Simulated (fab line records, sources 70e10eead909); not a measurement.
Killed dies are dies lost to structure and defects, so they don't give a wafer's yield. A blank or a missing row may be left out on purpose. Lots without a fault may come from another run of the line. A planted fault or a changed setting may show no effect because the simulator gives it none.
A struck lot beside a sound one | flow nand_harc | 15 steps out of a route of 1302
Sound: wafers L429.2, L429.4, L429.5. Struck: wafers L442.1, L442.5. (L442.6 of the same lot was not struck and is left out.) The cause comes at the end.
At each step with rows: each side's tool, then ch and its chambers, then its first start. Under that, the readings that differ: sound wafers | struck wafers | difference of the means | sigmas: that difference in standard deviations of wafers without a fault.
alike: readings whose means differ by less than 2 such deviations, and words and numbers that are the same on both sides. not compared: withheld readings, readings that some wafer has no value for, bounds like >300 that may hide the same value, and numbers for which the record gives no deviation and whose values overlap.
The two part at a step that has a row with sigmas, a row that says differs or no value, or rows on one side only. Numbers that don't overlap but have no deviation are shown without sigmas and don't part them. A reading that every wafer of one side lacks parts them only if that side has two wafers or more.

first, 1 step without rows for these wafers: NHARC_P_M0_DEVELOP_08 (develop time 35 s).
NHARC_P_M0_CD_MEAS_09: target cd 90 nm.
  sound on cd_sem-03 ch 0, day 5 21:32; struck on cd_sem-01 ch 0, day 11 07:28
  alike: cd_nm
NHARC_P_M0_OVL_MEAS_10: pitch 180 nm.
  sound on overlay-02, day 5 21:38; struck on overlay-01, day 11 07:33
  alike: overlay_x_nm, overlay_y_nm
NHARC_P_M0_INSPECT_11:
  sound on defect_inspect-02, day 5 21:40; struck on defect_inspect-02, day 11 07:35
  alike: raw_defect_count
NHARC_P_M0_DESCUM_14: chemistry O2, time 3 s.
  sound on rie_diel-04 ch 0,1,3, day 5 21:44; struck on rie_diel-12 ch 1,3, day 11 07:40
  alike: drypump_motor_current_A, oes_product_au, rf_vpp_V, showerhead_plenum_p_Torr, throttle_valve_pct
  not compared: rf_hours_counter_h
then, 2 steps without rows for these wafers: NHARC_P_M0_ETCH_34 (etches the open film in N2/H2, target depth 40 nm, overetch 12 nm, time 43.94 s); NHARC_P_M0_ETCH_15 (etches the open film in C4F8/Ar, target depth 150 nm, overetch 15 nm, time 82.5 s).
NHARC_P_M0_CD_MEAS_16:
  sound on cd_sem-03, day 5 22:04; struck on cd_sem-02, day 11 07:56
  alike: cd_nm
NHARC_P_M0_STRIP_18: strips in N2/H2.
  sound on rie_diel-13 ch 0,2,3, day 5 22:09; struck on rie_diel-13 ch 1, day 11 08:05
  reading      | sound          | struck    | difference | sigmas
  rf_vpp_V (V) | 88.4 91.3 90.4 | 91.8 92.2 | +2.0       | +2
  alike: drypump_motor_current_A, oes_product_au, showerhead_plenum_p_Torr, throttle_valve_pct
  not compared: rf_hours_counter_h
then, 1 step without rows for these wafers: NHARC_P_M0_STRIP_19 (strips in post etch residue remover, time 600 s).
NHARC_P_M0_DEGAS_28: time 60 s.
  sound on pvd_sputter-01, day 5 22:42; struck on pvd_sputter-02, day 11 08:38
  alike: heater_power_w
NHARC_P_M0_PRE_CLEAN_29: time 30 s.
  sound on pvd_sputter-01; struck on pvd_sputter-02
  reading            | sound       | struck  | difference | sigmas
  heater_power_w (W) | 365 369 375 | 410 423 | +47        | +2
NHARC_P_M0_PVD_20: deposits TaN, target thk 5 nm, time 8.06 s.
  sound on pvd_sputter-01, day 5 22:49; struck on pvd_sputter-02, day 11 08:45
  reading    | sound          | struck        | difference | sigmas
  time_s (s) | 8.06 8.06 8.06 | 7.1879 7.1879 | -0.8721    |
  alike: cathode_dc_power_W, throttle_valve_pct
NHARC_P_M0_PVD_21: deposits Cu, target thk 30 nm, time 20.49 s.
  sound on pvd_sputter-01; struck on pvd_sputter-02
  alike: cathode_dc_power_W, throttle_valve_pct
  not compared: time_s
-- the record jumps here: 18 days lie between the struck wafers' starts before and after (it left off in module P_M0 and takes up again in module END, whose first step shown is number 1302 of the route) --
NHARC_END_SORT_01:
  the record has rows for the struck wafers here (prober-01 ch 0, day 29 18:44) and none for the sound ones

WHERE THEY PART
First at NHARC_P_M0_STRIP_18; last, within this record, at NHARC_END_SORT_01.

WHY: what the simulator had put in
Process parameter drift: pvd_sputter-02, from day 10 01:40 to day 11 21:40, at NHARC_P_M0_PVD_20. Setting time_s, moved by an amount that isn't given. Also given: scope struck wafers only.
